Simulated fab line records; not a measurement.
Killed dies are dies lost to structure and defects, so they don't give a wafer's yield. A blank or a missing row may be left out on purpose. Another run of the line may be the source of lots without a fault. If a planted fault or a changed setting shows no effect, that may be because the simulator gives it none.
Struck lot and sound lot, side by side ; flow n5-finfet ; 37 steps out of a route of 1938
Sound: the wafers L312.1, L312.2, L312.6. Struck: wafer L324.6 (L324.2, L324.3, from the same lot, were not struck and are left out); the cause is given at the end.
Order at every step that has rows: each side's tool, ch and its chambers, its first start. Under that, the readings that differ: sound wafers ; struck wafers ; difference of the means ; sigmas: that difference in standard deviations of wafers without a fault.
alike: same words and numbers on both sides, and readings whose means sit less than 2 such deviations apart. not compared: any withheld reading, any reading some wafer has no value for, any bound like >300 that may hide the same value, and any number with overlapping values for which the record gives no deviation.
The two part at a step that has a row with sigmas, a row that says differs or no value, or rows on one side only. Numbers that have no deviation but don't overlap get no sigmas and don't part them. A reading that every wafer of one side lacks parts them only if that side has two wafers or more.

first, 10 steps without rows for these wafers: N5_MOL_CONTACT_COAG_PRE_CLEAN_141 (time 60 s); N5_MOL_CONTACT_COAG_SPUTTER_143 (material Co, target thk 2.5 nm); N5_MOL_CONTACT_COAG_CO_FILL_22 (material Co, precursor CCTBA/H2, target thk 20 nm); N5_MOL_CONTACT_COAG_ANNEAL_113 (time 300 s); N5_MOL_CONTACT_COAG_PRE_CLEAN_142 (time 60 s); N5_MOL_CONTACT_COAG_SPUTTER_130 (material Co, target thk 47.5 nm); N5_MOL_CONTACT_COAG_PRECLEAN_125 (cleans in DIW, time 57.5 s); N5_MOL_CONTACT_COAG_SRD_126 (dry time 32 s); N5_MOL_CONTACT_COAG_CMP_23 (polishes, stops on SiO2, t overpolish 1.5 s, target thk 0 nm); N5_MOL_CONTACT_COAG_WET_ETCH_26 (target Co, target depth 13 nm).
N5_MOL_CONTACT_COAG_WET_ETCH_116: etches the open film in SC1-inhibited, target depth 4.6 nm, rinse time 30 s.
  sound on wet-bench-01 ch 4,5,7, day 6 05:05; struck on wet-bench-01 ch 1,2,7, day 8 19:20
then, 25 steps without rows for these wafers: N5_MOL_CONTACT_COAG_ALD_27 (deposits SiOC, target thk 17 nm, pulse time 1.5 s, time 2720 s); N5_MOL_CONTACT_COAG_CMP_28 (polishes, stops on SiNx, t overpolish 0.85 s, target thk 14.522 nm); N5_MOL_CONTACT_COAG_ALD_123 (deposits SiNx, target thk 5 nm, pulse time 1 s, purge time 2 s); N5_MOL_CONTACT_COAG_PECVD_31 (deposits SiO2 from TEOS/O2, target thk 46 nm, time 8.9 s); N5_MOL_CONTACT_COAG_COAT_75 (time 60 s, resist thk 60 nm); N5_MOL_CONTACT_COAG_COAT_76 (time 60 s, resist thk 10 nm); N5_MOL_CONTACT_COAG_COAT_77 (time 60 s, resist thk 10 nm); N5_MOL_CONTACT_COAG_COAT_78 (resist thk 40 nm); N5_MOL_CONTACT_COAG_EBR_80; N5_MOL_CONTACT_COAG_SOFTBAKE_79 (time 60 s); N5_MOL_CONTACT_COAG_EXPOSE_81 (exposes mask VG, defocus 0 nm); N5_MOL_CONTACT_COAG_PEB_82 (peb time 60 s); N5_MOL_CONTACT_COAG_DEVELOP_83 (develop time 30 s); N5_MOL_CONTACT_COAG_DESCUM_88 (chemistry O2, time 7 s); N5_MOL_CONTACT_COAG_ETCH_89 (etches underlayer in N2/H2, target depth 13 nm, time 10.4 s); N5_MOL_CONTACT_COAG_ETCH_90 (etches SiARC in CF4, target depth 13 nm, time 21.7 s); N5_MOL_CONTACT_COAG_ALD_131 (deposits SiO2, target thk 5 nm, pulse time 1 s, co reactant pulse time 1 s); N5_MOL_CONTACT_COAG_ETCHBACK_132 (etches SiO2 in CHF3, target depth 10 nm, time 6.7 s); N5_MOL_CONTACT_COAG_ETCH_91 (etches SOC in N2/H2, target depth 60 nm, overetch 21 nm, time 101.2 s); N5_MOL_CONTACT_COAG_STRIP_92 (strips in N2/H2); N5_MOL_CONTACT_COAG_STRIP_93 (strips in N2/H2); N5_MOL_CONTACT_COAG_ETCHBACK_135 (etches SiO2 in CHF3, target depth 25 nm, time 16.7 s); N5_MOL_CONTACT_COAG_STRIP_118 (strips in CHF3); N5_MOL_CONTACT_COAG_VIA_ETCH_46 (etches SiO2 in C4F6/O2, target depth 46 nm, overetch 9.2 nm, time 40 s); N5_MOL_CONTACT_COAG_STRIP_96 (strips in N2/H2).
-- record jumps: 9 days separate the struck wafers' starts on either side; left off in module MOL_CONTACT_COAG, taken up again in module PASSIVATION, whose first shown step is the route's number 1936 --
N5_PASSIVATION_PROBE_49:
  only the struck wafers here have rows in the record (prober-01, day 17 13:45); the sound ones have none

WHERE THEY PART
Only at N5_PASSIVATION_PROBE_49, within this record.

WHY: what had been put in by the simulator
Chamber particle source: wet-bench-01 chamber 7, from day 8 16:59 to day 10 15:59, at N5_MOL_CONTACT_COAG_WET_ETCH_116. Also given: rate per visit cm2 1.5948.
